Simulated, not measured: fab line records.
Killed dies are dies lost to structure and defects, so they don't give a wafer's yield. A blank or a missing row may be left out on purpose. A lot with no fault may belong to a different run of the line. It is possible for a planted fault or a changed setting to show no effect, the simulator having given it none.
fab line records	flow n5_finfet
[record] lots = 7	wafers = 21
route steps=1938 shown BEOL_M8@1348 BEOL_M9@1440 BEOL_M10@1480 BEOL_M14@1739
start_h: hours from the record's first day to the start of the lot's first wafer shown	wait_h: hours elapsed since this lot's preceding step	" the same as in the row above	L1.1+2: one row covering several wafers at once	- no value, or no start given	* or withheld: withheld	< > ~ a bound
route shown NAME@n: names a module that has steps shown in the file, with the first one's number in the route	usual: the fault-free wafers' mean and standard deviation	same: alike in all rows	chamber/n: place in a boat	sites: readings site by site	_std_site: standard deviation of those values	_edge_site: inner sites' mean taken away from outer sites' mean	radius_mm: how far each site lies from the wafer's centre	mask NAME#n: copy n	behind: the most recent tool/chamber to have shaped the wafer	hold: what put the lot on hold/how long, in hours/how the hold closed	device: which transistor (n, p or np) failed to switch	end of line: the route-end tests of the same wafers	for a step that has no rows: nothing shown but its recipe	killed: not the wafer's yield, but the dies lost to structure and defects at the first sort	map: dies across one wafer; x = killed, . = not, _ = none there
set.NAME: the setting that was run; set.NAME@STEP: the one run at that earlier step	model.NAME: the simulator's own value behind a step, which no gauge read
one table per step and one row per wafer, for lots whose settings were changed on purpose
[[steps]]
[step N5_BEOL_M8_DESCUM_16]
[recipe] chemistry = O2	time_s = 7.9	source_power_w = 50	bias_power_w = 20	pressure_mtorr = 20	rf_frequency_hz = 2.712e+07	temp_c = 40	resist = CAR-ArF	o2_flow_sccm = 225
lot.wafer	tool	chamber	start_h	wait_h	set.time_s
L078.2+5	rie_diel-01	2,0	219.84	0.0	6.926
L078.6	"	1	"	"	7.9
L081.1	rie_diel-01	1	241.47	0.1	6.898
L081.3+4	"	2,3	"	"	7.9
L080.2	rie_diel-06	1	243.63	0.1	6.981
L080.4+5	"	3	"	"	7.9
L082.1	rie_diel-01	1	246.61	0.0	7.9
L082.3+4	"	0,2	"	"	8.451
L084.1	rie_diel-01	1	269.56	0.4	6.987
L084.2+5	"	2,1	"	"	7.9
L093.3+4	rie_diel-03	0,1	316.84	0.3	7.9
L093.5	"	3	"	"	8.452
L094.2+3+4	rie_diel-01	1,3,2	330.94	0.2	7.9
[step N5_BEOL_M8_ETCH_61]
[recipe] chemistry = CF4	target = SiARC	target_depth_a = 455	mask_material = CAR-ArF	time_s = 75.8	ion_energy_ev = 80	pressure_mtorr = 40	source_w = 545	bias_w = 36	Ar_flow_sccm = 100	cf4_flow_sccm = 100	ends = cleared
[step N5_BEOL_M8_ETCH_62]
[recipe] chemistry = N2/H2	target = SOC	target_depth_a = 1100	overetch_a = 220	mask_material = SiARC	temp_c = 40	time_s = 165	ion_energy_ev = 200	pressure_mtorr = 30	source_w = 840	bias_w = 150	n2_flow_sccm = 200	h2_flow_sccm = 200
lot.wafer	tool	chamber	start_h	wait_h	set.spin_rpm@BEOL_M8_COAT_59	model.etch.depth_nm
L078.2	rie_diel-01	2	219.93	0.0	1596	97.03
L078.5	"	0	"	"	1596	97.06
L078.6	"	1	"	"	1500	100.1
L081.1	rie_diel-01	1	241.56	0.0	1500	99.5
L081.3	"	2	"	"	1554	97.89
L081.4	"	3	"	"	1554	97.53
L080.2	rie_diel-06	1	243.72	0.0	1500	100.2
L080.4	"	3	"	"	1500	99.86
L080.5	"	3	"	"	1500	99.88
L082.1	rie_diel-01	1	246.70	0.0	1404	102.8
L082.3+4	"	0,2	"	"	1500	99.54
L084.1	rie_diel-01	1	269.65	0.0	1602	96.31
L084.2	"	2	"	"	1602	96.17
L084.5	"	1	"	"	1500	99.88
L093.3+4+5	rie_diel-03	0,1,3	316.93	0.0	1500	100.2
L094.2+3	rie_diel-01	1,3	331.03	0.0	1500	99.79
L094.4	"	2	"	"	1500	99.92
[step N5_BEOL_M8_STRIP_68]
[recipe] chemistry = N2/H2	temp_c = 40	n2_flow_sccm = 200	h2_flow_sccm = 200	rf_frequency_hz = 6e+07
[step N5_BEOL_M8_STRIP_67]
[recipe] chemistry = CF4	resist = SiARC	power_w = 300	bias_power_w = 75	pressure_mtorr = 50	cf4_flow_sccm = 150	rf_frequency_hz = 6e+07
[step N5_BEOL_M8_HM_OPEN_17]
[recipe] chemistry = Cl2/BCl3	target_depth_a = 200	overetch_a = 60	target = TiN	mask_material = SOC	ion_energy_ev = 150	pressure_mtorr = 10	icp_w = 1000	bias_w = 126	Cl2_flow_sccm = 53.25	bcl3_flow_sccm = 21.75	Ar_flow_sccm = 25
lot.wafer	tool	chamber	start_h	wait_h	set.spin_rpm@BEOL_M8_COAT_59	model.SOC_of_BEOL_M8_COAT_59.thk_nm
L078.2	rie_metal-01	1	220.14	0.1	1596	89
L078.5	"	1	"	"	1596	88.8
L078.6	"	1	"	"	1500	92
L081.1	rie_metal-02	1	241.75	0.0	1500	91.6
L081.3	"	1	"	"	1554	89.8
L081.4	"	0	"	"	1554	89.4
L080.2	rie_metal-03	1	243.90	0.0	1500	92.4
L080.4+5	"	0,1	"	"	1500	92
L082.1	rie_metal-01	0	246.88	0.0	1404	94.8
L082.3	"	1	"	"	1500	91.4
L082.4	"	0	"	"	1500	91.6
L084.1+2	rie_metal-02	0,1	269.84	0.0	1602	88.2
L084.5	"	1	"	"	1500	91.8
L093.3	rie_metal-01	0	317.14	0.1	1500	92.4
L093.4+5	"	1	"	"	1500	92.2
L094.2+3	rie_metal-03	1,0	331.22	0.0	1500	91.8
L094.4	"	1	"	"	1500	92
[step N5_BEOL_M8_COAT_22]
[recipe] resist = CAR-EUV	spin_rpm = 1500	resist_thk_nm = 30
lot.wafer	tool	chamber	start_h	wait_h	set.spin_rpm	model.CAR-EUV_of_BEOL_M8_COAT_22.thk_nm
L078.2	litho_track-04	0	-	-	1500	30.2
L078.5+6	"	0	"	"	1639	29
L081.1+4	litho_track-04	0	-	-	1500	30.2
L081.3	"	0	"	"	1500	30
L080.2	litho_track-02	0	-	-	1500	30
L080.4	"	0	"	"	1619	29
L080.5	"	0	"	"	1500	30.2
L082.1+4	litho_track-05	0	-	-	1500	30
L082.3	"	0	"	"	1422	30.8
L084.1+5	litho_track-05	0	-	-	1500	30.2
L084.2	"	0	"	"	1500	30
L093.3+4+5	litho_track-02	0	-	-	1500	30
L094.2+3	litho_track-04	0	-	-	1500	30
L094.4	"	0	"	"	1500	30.2
[step N5_BEOL_M8_EBR_24]
[recipe] solvent = PGMEA	ebr_width_mm = 1.5
[step N5_BEOL_M8_SOFTBAKE_23]
[recipe] temp_c = 110	time_s = 60	resist = CAR-EUV
[step N5_BEOL_M8_DESCUM_33]
[recipe] chemistry = O2	time_s = 7	source_power_w = 50	bias_power_w = 20	pressure_mtorr = 20	rf_frequency_hz = 2.712e+07	temp_c = 40	resist = CAR-EUV	o2_flow_sccm = 225
[step N5_BEOL_M8_ETCH_72]
[recipe] chemistry = N2/H2	target = underlayer	target_depth_a = 65	mask_material = CAR-EUV	time_s = 5.2	ion_energy_ev = 200	pressure_mtorr = 30	source_w = 840	bias_w = 150	n2_flow_sccm = 200	h2_flow_sccm = 200	ends = cleared
lot.wafer	tool	chamber	start_h	wait_h	set.spin_rpm@BEOL_M8_COAT_22	model.CAR-EUV_of_BEOL_M8_COAT_22.thk_nm
L078.2	rie_diel-06	2	220.87	0.0	1500	20.4
L078.5+6	"	2,1	"	"	1639	19.2
L081.1+3	rie_diel-01	1,3	242.41	0.0	1500	20.4
L081.4	"	2	"	"	1500	20.6
L080.2	rie_diel-03	3	246.55	0.0	1500	20.4
L080.4	"	1	"	"	1619	19.2
L080.5	"	0	"	"	1500	20.6
L082.1+4	rie_diel-03	0,1	247.73	0.0	1500	20.4
L082.3	"	3	"	"	1422	21.2
L084.1	rie_diel-06	2	274.22	0.0	1500	20.6
L084.2+5	"	0,2	"	"	1500	20.4
L093.3	rie_diel-06	0	317.93	0.0	1500	20.2
L093.4+5	"	3	"	"	1500	20.4
L094.2+3	rie_diel-01	3,1	332.62	0.0	1500	20.4
L094.4	"	2	"	"	1500	20.6
[step N5_BEOL_M9_ETCH_66]
[recipe] chemistry = N2/H2	target = SOC	target_depth_a = 800	overetch_a = 160	mask_material = SiARC	temp_c = 40	time_s = 120	ion_energy_ev = 200	pressure_mtorr = 30	source_w = 840	bias_w = 150	n2_flow_sccm = 200	h2_flow_sccm = 200
lot.wafer	tool	chamber	start_h	wait_h	set.time_s	model.SiARC_of_BEOL_M9_COAT_64.thk_nm
L078.2+5	rie_diel-02	3,2	230.88	0.0	120	6.4
L078.6	"	0	"	"	145.6	5.2
L081.1	rie_diel-04	1	249.47	0.0	120	6.4
L081.3	"	3	"	"	134.1	5.6
L081.4	"	2	"	"	120	6.2
L080.2	rie_diel-05	2	252.89	0.0	120	6.4
L080.4+5	"	3	"	"	136.9	5.6
L082.1+3	rie_diel-02	2,0	257.87	0.0	103.5	7.2
L082.4	"	2	"	"	120	6.4
L084.1+2	rie_diel-02	2,3	280.94	0.0	120	6.4
L084.5	"	1	"	"	120	6.6
L093.3	rie_diel-05	0	329.31	0.0	120	6.6
L093.4	"	2	"	"	120	6.4
L093.5	"	1	"	"	145.5	5.2
L094.2	rie_diel-02	2	342.32	0.0	120	6.4
L094.3	"	0	"	"	120	6.2
L094.4	"	1	"	"	120	6.6
[step N5_BEOL_M10_EXPOSE_08]
[recipe] mask_id = M10	na = 1.35	source_shape = dipole	sigma_inner = 0.411	sigma_outer = 0.611	polarization = te	dose_mj = 53.75
lot.wafer	tool	chamber	start_h	wait_h	mask	set.dose_mj
L078.2+5+6	arfi_scanner-03	0	237.52	-	M10#0	53.75
L081.1+3	arfi_scanner-01	0	253.83	-	M10#0	53.75
L081.4	"	0	"	"	M10#0	57.22
L080.2+4+5	arfi_scanner-02	0	258.83	-	M10#0	53.75
L082.1+4	arfi_scanner-02	0	265.45	-	M10#0	56.61
L082.3	"	0	"	"	M10#0	53.75
L084.1+2+5	arfi_scanner-01	0	286.62	-	M10#0	53.75
L093.3+4+5	arfi_scanner-02	0	334.55	-	M10#0	53.75
L094.2+3+4	arfi_scanner-01	0	347.59	-	M10#0	53.75
[step N5_BEOL_M10_PEB_09]
[recipe] peb_temp_c = withheld	peb_time_s = 60	resist = CAR-ArF
[step N5_BEOL_M10_DEVELOP_10]
[recipe] develop_time_s = 30	developer = TMAH	resist = CAR-ArF	rinse_liquid = diw	dry = air_spin	dev_temp_c = 23
[step N5_BEOL_M10_CD_MEAS_11]
[recipe] target_cd_nm = 64.1	landing_energy_ev = 500	detector = se_inlens	polarity = opening
[usual] cd_nm = 64.3/0.75
lot.wafer	tool	chamber	start_h	wait_h	set.dose_mj@BEOL_M10_EXPOSE_08	cd_nm
L078.2	cd_sem-02	0	237.64	-	53.75	63.4
L078.5	"	0	"	"	53.75	64.6
L078.6	"	0	"	"	53.75	63.4
L081.1	cd_sem-03	0	253.96	-	53.75	64.1
L081.3	"	0	"	"	53.75	64.1
L081.4	"	0	"	"	57.22	67.6
L080.2	cd_sem-02	0	258.95	-	53.75	64.8
L080.4	"	0	"	"	53.75	64.2
L080.5	"	0	"	"	53.75	65.9
L082.1	cd_sem-02	0	265.58	-	56.61	66.6
L082.3	"	0	"	"	53.75	64.6
L082.4	"	0	"	"	56.61	67.6
L084.1	cd_sem-03	0	286.74	-	53.75	64.3
L084.2	"	0	"	"	53.75	65.5
L084.5	"	0	"	"	53.75	64.5
L093.3	cd_sem-01	0	334.67	-	53.75	63.8
L093.4	"	0	"	"	53.75	64.1
L093.5	"	0	"	"	53.75	63.7
L094.2	cd_sem-02	0	347.71	-	53.75	64.7
L094.3	"	0	"	"	53.75	64.5
L094.4	"	0	"	"	53.75	64.6
[step N5_BEOL_M10_PRECLEAN_42]
[recipe] chemistry = residue_remover	time_s = 60	temp_c = 40
[step N5_BEOL_M10_SRD_43]
[recipe] time_s = 30	temp_c = 23	rinse_liquid = diw	dry = ipa_marangoni
[step N5_BEOL_M10_CD_MEAS_35]
[recipe] target_cd_nm = 70	polarity = opening
[usual] cd_nm = 70.2/0.86
lot.wafer	tool	chamber	start_h	wait_h	set.dose_mj@BEOL_M10_EXPOSE_08	cd_nm
L078.2	cd_sem-01	-	241.51	0.0	53.75	69.8
L078.5	"	-	"	"	53.75	70.0
L078.6	"	-	"	"	53.75	69.3
L081.1	cd_sem-02	-	258.18	0.0	53.75	69.5
L081.3	"	-	"	"	53.75	69.9
L081.4	"	-	"	"	57.22	73.0
L080.2	cd_sem-01	-	261.53	0.0	53.75	70.9
L080.4	"	-	"	"	53.75	70.5
L080.5	"	-	"	"	53.75	71.9
L082.1	cd_sem-02	-	268.48	0.0	56.61	72.1
L082.3	"	-	"	"	53.75	70.0
L082.4	"	-	"	"	56.61	73.0
L084.1	cd_sem-03	-	289.97	0.0	53.75	70.2
L084.2	"	-	"	"	53.75	71.7
L084.5	"	-	"	"	53.75	70.4
L093.3	cd_sem-02	-	339.27	0.0	53.75	69.8
L093.4	"	-	"	"	53.75	70.3
L093.5	"	-	"	"	53.75	69.2
L094.2	cd_sem-01	-	349.61	0.0	53.75	70.3
L094.3	"	-	"	"	53.75	70.0
L094.4	"	-	"	"	53.75	70.6
[step N5_BEOL_M14_COAT_22]
[recipe] spin_rpm = 2888	resist_thk_nm = 300
lot.wafer	tool	chamber	start_h	wait_h	set.spin_rpm	model.coat_of_BEOL_M14_COAT_22.thk_nm
L078.2	litho_track-02	0	-	-	2888	299
L078.5	"	0	"	"	2888	298.4
L078.6	"	0	"	"	3032	292
L081.1	litho_track-01	0	-	-	2658	313.2
L081.3	"	0	"	"	2888	299.4
L081.4	"	0	"	"	2888	298.8
L080.2	litho_track-03	0	-	-	3030	292.8
L080.4	"	0	"	"	3030	293.6
L080.5	"	0	"	"	2888	300.2
L082.1	litho_track-01	0	-	-	2888	300.4
L082.3	"	0	"	"	2888	299.2
L082.4	"	0	"	"	3084	290.4
L084.1+2	litho_track-03	0	-	-	2888	301.4
L084.5	"	0	"	"	2888	301.2
L093.3	litho_track-03	0	-	-	2888	299.2
L093.4	"	0	"	"	2788	304.4
L093.5	"	0	"	"	2888	300.2
L094.2	litho_track-02	0	-	-	2888	300.2
L094.3	"	0	"	"	2888	299
L094.4	"	0	"	"	2888	299.4
[step N5_BEOL_M14_EXPOSE_25]
[recipe] mask_id = M14	na = 0.8	source_shape = annular	sigma_inner = 0.5	sigma_outer = 0.8	polarization = unpolarized	target_cd_nm = 280	dose_mj = 26.6
lot.wafer	tool	chamber	start_h	wait_h	mask	set.dose_mj
L078.2+5+6	krf_scanner-02	0	264.74	-	M14#0	26.6
L081.1+3	krf_scanner-02	0	278.61	-	M14#0	26.6
L081.4	"	0	"	"	M14#0	28.02
L080.2	krf_scanner-01	0	286.92	-	M14#0	25.75
L080.4+5	"	0	"	"	M14#0	26.6
L082.1+4	krf_scanner-01	0	293.79	-	M14#0	26.6
L082.3	"	0	"	"	M14#0	25.85
L084.1	krf_scanner-02	0	314.89	-	M14#0	26.6
L084.2+5	"	0	"	"	M14#0	28.17
L093.3+5	krf_scanner-01	0	364.99	-	M14#0	24.85
L093.4	"	0	"	"	M14#0	26.6
L094.2+3+4	krf_scanner-02	0	372.16	-	M14#0	26.6
[step N5_BEOL_M14_PEB_26]
[recipe] peb_temp_c = 130	peb_time_s = 90
[step N5_BEOL_M14_DEVELOP_27]
[recipe] develop_time_s = 45	rinse_liquid = diw	dry = air_spin	dev_temp_c = 21
[step N5_BEOL_M14_HARDBAKE_32]
[recipe] temp_c = 130	time_s = 120
[step N5_BEOL_M14_CD_MEAS_28]
[recipe] target_cd_nm = 284.4	landing_energy_ev = 500	detector = se_inlens
[usual] cd_nm = 285.2/1.9
lot.wafer	tool	chamber	start_h	wait_h	set.dose_mj@BEOL_M14_EXPOSE_25	cd_nm
L078.2	cd_sem-01	0	264.91	-	26.6	284.7
L078.5	"	0	"	"	26.6	285.0
L078.6	"	0	"	"	26.6	283.7
L081.1	cd_sem-03	0	278.78	-	26.6	285.6
L081.3	"	0	"	"	26.6	287.2
L081.4	"	0	"	"	28.02	297.0
L080.2	cd_sem-03	0	287.09	-	25.75	279.0
L080.4	"	0	"	"	26.6	283.8
L080.5	"	0	"	"	26.6	285.7
L082.1	cd_sem-02	0	293.96	-	26.6	283.7
L082.3	"	0	"	"	25.85	280.9
L082.4	"	0	"	"	26.6	287.2
L084.1	cd_sem-02	0	315.07	-	26.6	282.5
L084.2	"	0	"	"	28.17	292.7
L084.5	"	0	"	"	28.17	294.4
L093.3	cd_sem-01	0	365.15	-	24.85	275.7
L093.4	"	0	"	"	26.6	287.3
L093.5	"	0	"	"	24.85	276.2
L094.2	cd_sem-03	0	372.33	-	26.6	284.7
L094.3	"	0	"	"	26.6	285.1
L094.4	"	0	"	"	26.6	283.4
[step N5_BEOL_M14_DESCUM_33]
[recipe] chemistry = O2	time_s = 7.9	source_power_w = 50	bias_power_w = 20	pressure_mtorr = 20	rf_frequency_hz = 2.712e+07	temp_c = 40	o2_flow_sccm = 225
lot.wafer	tool	chamber	start_h	wait_h	set.dose_mj@BEOL_M14_EXPOSE_25	model.BEOL_M14.cd_nm
L078.2	rie_diel-03	0	265.27	0.3	26.6	284.8
L078.5	"	1	"	"	26.6	285.2
L078.6	"	2	"	"	26.6	284
L081.1	rie_diel-03	0	278.87	0.0	26.6	285.2
L081.3	"	2	"	"	26.6	287.2
L081.4	"	3	"	"	28.02	297.4
L080.2	rie_diel-03	3	287.25	0.1	25.75	279
L080.4	"	1	"	"	26.6	-
L080.5	"	2	"	"	26.6	286
L082.1	rie_diel-03	0	294.05	0.0	26.6	283.8
L082.3	"	3	"	"	25.85	280.8
L082.4	"	2	"	"	26.6	287.6
L084.1	rie_diel-01	2	315.36	0.2	26.6	282.2
L084.2	"	3	"	"	28.17	292.6
L084.5	"	1	"	"	28.17	294.4
L093.3	rie_diel-06	1	365.24	0.0	24.85	275.8
L093.4	"	2	"	"	26.6	287.2
L093.5	"	1	"	"	24.85	276.2
L094.2	rie_diel-03	3	372.41	0.0	26.6	284.4
L094.3	"	0	"	"	26.6	285
L094.4	"	1	"	"	26.6	283
[step N5_BEOL_M14_ETCH_67]
[recipe] chemistry = CF4	target = SiARC	target_depth_a = 1430	time_s = 238.3	ion_energy_ev = 80	pressure_mtorr = 40	source_w = 545	bias_w = 36	Ar_flow_sccm = 100	cf4_flow_sccm = 100	ends = cleared
[step N5_BEOL_M14_ETCH_68]
[recipe] chemistry = N2/H2	target = SOC	mask_material = SiARC	source_w = 3000	bias_w = 350	temp_c = 40	time_s = 450	ion_energy_ev = 200	pressure_mtorr = 30	n2_flow_sccm = 200	h2_flow_sccm = 200
lot.wafer	tool	chamber	start_h	wait_h	set.dose_mj@BEOL_M14_EXPOSE_25	model.BEOL_M14.cd_nm
L078.2	rie_diel-03	0	265.45	0.1	26.6	283.4
L078.5	"	1	"	"	26.6	280.6
L078.6	"	2	"	"	26.6	277.6
L081.1	rie_diel-03	0	279.05	0.1	26.6	283.4
L081.3	"	2	"	"	26.6	280.2
L081.4	"	3	"	"	28.02	291.4
L080.2	rie_diel-03	3	287.43	0.1	25.75	273
L080.4	"	1	"	"	26.6	277.8
L080.5	"	2	"	"	26.6	280
L082.1	rie_diel-03	0	294.23	0.1	26.6	281.6
L082.3	"	3	"	"	25.85	274.6
L082.4	"	2	"	"	26.6	280.4
L084.1	rie_diel-01	2	315.54	0.1	26.6	277.8
L084.2	"	3	"	"	28.17	284.8
L084.5	"	1	"	"	28.17	289.8
L093.3	rie_diel-06	1	365.42	0.1	24.85	268.8
L093.4	"	2	"	"	26.6	279.4
L093.5	"	1	"	"	24.85	269
L094.2	rie_diel-03	3	372.59	0.1	26.6	278.4
L094.3	"	0	"	"	26.6	283
L094.4	"	1	"	"	26.6	275.8
[step N5_BEOL_M14_DEP_53]
[recipe] material = SiCN	target_thk_a = 500	temp_c = withheld	precursor = 3MS/NH3	pressure_torr = 3	rf_w = 675	time_s = 17.8
lot.wafer	tool	chamber	start_h	wait_h	set.time_s	model.SiCN_of_BEOL_M14_DEP_53.thk_nm
L078.2	pecvd-03	0	270.28	0.0	16.58	46.2
L078.5	"	0	"	"	16.58	47.8
L078.6	"	2	"	"	17.8	49.4
L081.1	pecvd-03	0	285.41	0.0	19.51	53.6
L081.3	"	1	"	"	19.51	55
L081.4	"	0	"	"	17.8	50.4
L080.2	pecvd-01	1	291.93	0.0	17.8	50.2
L080.4	"	0	"	"	17.8	50.4
L080.5	"	1	"	"	17.8	50
L082.1+4	pecvd-04	0	299.62	0.0	15.36	43
L082.3	"	2	"	"	17.8	49.4
L084.1	pecvd-04	1	319.10	0.0	17.8	49.2
L084.2	"	0	"	"	17.8	49.8
L084.5	"	2	"	"	18.73	52.4
L093.3	pecvd-03	2	369.60	0.0	18.76	51.6
L093.4	"	2	"	"	17.8	49.8
L093.5	"	1	"	"	17.8	50.6
L094.2	pecvd-04	1	376.88	0.0	17.8	49
L094.3	"	2	"	"	17.8	48.8
L094.4	"	1	"	"	17.8	49.8
[[key]]
[split] step = N5_BEOL_M8_DESCUM_16	setting = time_s	stated = 7.9	by = wafer
response none clear
[split] step = N5_BEOL_M8_COAT_22	setting = spin_rpm	stated = 1500	by = wafer
[response] step = N5_BEOL_M8_COAT_22	reading = model.CAR-EUV_of_BEOL_M8_COAT_22.thk_nm	change = -0.137	per = 1%	r = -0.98
[response] step = N5_BEOL_M8_ETCH_72	reading = model.CAR-EUV_of_BEOL_M8_COAT_22.thk_nm	change = -0.146	per = 1%	r = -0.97
[split] step = N5_BEOL_M9_ETCH_66	setting = time_s	stated = 120	by = wafer
[response] step = N5_BEOL_M9_ETCH_66	reading = model.SiARC_of_BEOL_M9_COAT_64.thk_nm	change = -0.0585	per = 1%	r = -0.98
[split] step = N5_BEOL_M10_EXPOSE_08	setting = dose_mj	stated = 53.75	by = wafer
[response] step = N5_BEOL_M10_CD_MEAS_11	reading = cd_nm	change = +0.515	per = 1%	r = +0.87
[response] step = N5_BEOL_M10_CD_MEAS_35	reading = cd_nm	change = +0.496	per = 1%	r = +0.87
[split] step = N5_BEOL_M14_COAT_22	setting = spin_rpm	stated = 2888	by = wafer
[response] step = N5_BEOL_M14_COAT_22	reading = model.coat_of_BEOL_M14_COAT_22.thk_nm	change = -1.53	per = 1%	r = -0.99
[split] step = N5_BEOL_M14_EXPOSE_25	setting = dose_mj	stated = 26.6	by = wafer
[response] step = N5_BEOL_M14_CD_MEAS_28	reading = cd_nm	change = +1.83	per = 1%	r = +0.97
[response] step = N5_BEOL_M14_DESCUM_33	reading = model.BEOL_M14.cd_nm	change = +1.89	per = 1%	r = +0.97
[response] step = N5_BEOL_M14_ETCH_68	reading = model.BEOL_M14.cd_nm	change = +1.71	per = 1%	r = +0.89
[split] step = N5_BEOL_M14_DEP_53	setting = time_s	stated = 17.8	by = wafer
[response] step = N5_BEOL_M14_DEP_53	reading = model.SiCN_of_BEOL_M14_DEP_53.thk_nm	change = +0.428	per = 1%	r = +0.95
split outside_this_file step=N5_BEOL_M8_COAT_59 setting=spin_rpm
// split outside_this_file: this setting was split too, and the file shows its column; the key of that split is in another file
